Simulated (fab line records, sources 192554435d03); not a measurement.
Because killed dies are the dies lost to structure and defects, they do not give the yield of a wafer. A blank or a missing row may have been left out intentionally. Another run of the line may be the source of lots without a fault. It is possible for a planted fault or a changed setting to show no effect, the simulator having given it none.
Lot-split experiment | flow n5Finfet | route with 1938 steps; 7 lots, 21 wafers read

THE SPLIT
At N5_BEOL_M12_COAT_58 (time 60 s, resist thk 89 nm), the setting spinRpm was moved away from the recipe's 1500 rpm on 3 of the 21 wafers read, by -4.3% to +10.3%. The other wafers ran this setting at the recipe's value.

FROM THE SPLIT TO THE READING: what the file shows between them, 3 steps
- N5_BEOL_M12_COAT_04: resist thk 400 nm
- N5_BEOL_M12_EBR_06
- N5_BEOL_M12_DESCUM_15: chemistry O2, time 7.9 s

THE READING
etch.depthNm (the simulator's own value, which no gauge read), in nm, at N5_BEOL_M12_ETCH_59 (etches BARC in N2/H2, target depth 89 nm, overetch 26.7 nm, time 67.9 s). There is no usual value for it anywhere in the file. Average 89.08 nm, standard deviation 0.25 nm, over the 18 wafers here run with the recipe.

wafer  | tool, chamber at the split | spinRpm as run, rpm | against the recipe | etch.depthNm, nm | against lot-mates on the recipe
L079.1 | lithoTrack-03, 0           | 1500                | recipe             | 89.37            | -
L079.3 | lithoTrack-03, 0           | 1500                | recipe             | 89.23            | -
L079.4 | lithoTrack-03, 0           | 1500                | recipe             | 89.41            | -
L078.2 | lithoTrack-03, 0           | 1500                | recipe             | 89.31            | -
L078.3 | lithoTrack-03, 0           | 1500                | recipe             | 89.31            | -
L078.6 | lithoTrack-03, 0           | 1655                | +10.3%             | 85.23            | -4.08
L085.3 | lithoTrack-02, 0           | 1614                | +7.6%              | 85.72            | -3.22
L085.4 | lithoTrack-02, 0           | 1500                | recipe             | 88.93            | -
L085.5 | lithoTrack-02, 0           | 1500                | recipe             | 88.94            | -
L084.3 | lithoTrack-05, 0           | 1500                | recipe             | 88.6             | -
L084.4 | lithoTrack-05, 0           | 1500                | recipe             | 89               | -
L084.5 | lithoTrack-05, 0           | 1500                | recipe             | 88.84            | -
L088.1 | lithoTrack-02, 0           | 1500                | recipe             | 89.37            | -
L088.3 | lithoTrack-02, 0           | 1500                | recipe             | 89.29            | -
L088.4 | lithoTrack-02, 0           | 1500                | recipe             | 89.32            | -
L091.2 | lithoTrack-03, 0           | 1436                | -4.3%              | 90.87            | +1.82
L091.3 | lithoTrack-03, 0           | 1500                | recipe             | 89.06            | -
L091.6 | lithoTrack-03, 0           | 1500                | recipe             | 89.04            | -
L097.2 | lithoTrack-05, 0           | 1500                | recipe             | 88.75            | -
L097.3 | lithoTrack-05, 0           | 1500                | recipe             | 88.88            | -
L097.5 | lithoTrack-05, 0           | 1500                | recipe             | 88.73            | -

FIT RESULTS
A straight line over all 21 wafers: etch.depthNm changes by -0.399 nm for each +1% of spinRpm; r = -0.98; the points scatter about the line by 0.26 nm.
The same after taking each lot's own level away (the mean of its wafers on the recipe; 21 wafers): -0.407 nm for each +1%; r = -1.00; scatter 0.09 nm.
On that fit, the largest move of spinRpm shifts the reading by 4.2 nm.
The span of the lots' own levels, 88.787 to 89.337 nm, comes to 2.2 times the standard deviation stated above.
So the lot-to-lot level changes the slope little: the two slopes agree.
Check: with one of the wafers moved furthest among these (+10.3%) left out of the fit, the line predicts -4.38 nm for it against its lot-mates. Against them it came out at -4.08 nm.

OTHER SPLITS APPLIED TO THESE WAFERS
Note: prior to the reading, these wafers also went through further splits. Each is held against what the fit with the lots' levels taken away leaves over:
other split on the same wafers | wafers away from the commonest value | r with etch.depthNm (lot level and that fit taken away)
N5_BEOL_M10_COAT_60 spinRpm    | 7                                    | -0.02
N5_BEOL_M10_COAT_05 spinRpm    | 12                                   | -0.03
N5_BEOL_M11_EXPOSE_08 doseMj   | 3                                    | -0.01
N5_BEOL_M11_DESCUM_16 timeS    | 8                                    | +0.08

THE WHOLE CHAIN: every reading that the file lists as answering this split, in the file's order
step                 | what it does                                                            | reading                                                                         | change (the file's fit)               | r (the file's)
N5_BEOL_M12_COAT_58  | time 60 s, resist thk 89 nm                                             | BARC_of_BEOL_M12_COAT_58.thkNm (the simulator's own value, which no gauge read) | -0.413 nm for each +1% of the setting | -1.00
N5_BEOL_M12_ETCH_59  | etches BARC in N2/H2, target depth 89 nm, overetch 26.7 nm, time 67.9 s | etch.depthNm (the simulator's own value, which no gauge read)                   | -0.407 nm for each +1% of the setting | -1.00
N5_BEOL_M12_STRIP_64 | strips in N2/H2                                                         | stripTimeToEndpointS                                                            | withheld for each +1% of the setting  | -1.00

FILE'S OWN FIT
etch.depthNm changes by -0.407 nm for each +1% of spinRpm, r = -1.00.
